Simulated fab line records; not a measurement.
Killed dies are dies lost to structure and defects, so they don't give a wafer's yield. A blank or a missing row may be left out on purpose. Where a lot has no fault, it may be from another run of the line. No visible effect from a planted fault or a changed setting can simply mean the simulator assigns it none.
Matching of chambers    flow n5-finfet    N5_BEOL_M5_ETCH_67 on rie-diel-06 has 4 sister chambers
The step etches SiARC in CF4, target depth 15.6 nm, time 26 s. 4 wafers are shown with their chamber, then 9 later ones without.

## EACH WAFER AND ITS CHAMBER
wafer   chamber  showerhead-plenum-p-Torr (Torr)
L080.5  3        2.28
L087.1  2        2.21
L087.2  1        2.06
L087.6  0        2.10

## WAFERS WITHOUT THEIR CHAMBER
wafer   showerhead-plenum-p-Torr (Torr)
L090.2  2.10
L090.3  2.06
L090.6  2.06
L095.1  2.20
L095.3  2.06
L095.6  2.20
L096.1  2.06
L096.5  2.06
L096.6  2.10

## EACH ONE'S CHAMBER
wafer   from the rows above  in truth
L090.2  0                    0
L090.3  1                    1
L090.6  1                    1
L095.1  2                    2
L095.3  1                    1
L095.6  2                    2
L096.1  1                    1
L096.5  1                    1
L096.6  0                    0
Correctly placed: 9 of 9. Left unplaced by these rows: 0. Placed wrongly: 0.
How it was worked out, from the rows above alone: a wafer's distance from a chamber is the root of the sum, over the readings, of the square of ((its reading less the chamber's mean) divided by the reading's scatter). The wafer belongs to the nearest chamber; if the next one is less than 2 further off, it can't be placed. For every chamber, the mean is computed from those of its wafers that are shown. The scatter: with one shown wafer a chamber, the root of the mean of the squares of how far each hidden wafer lies from its nearest shown one.
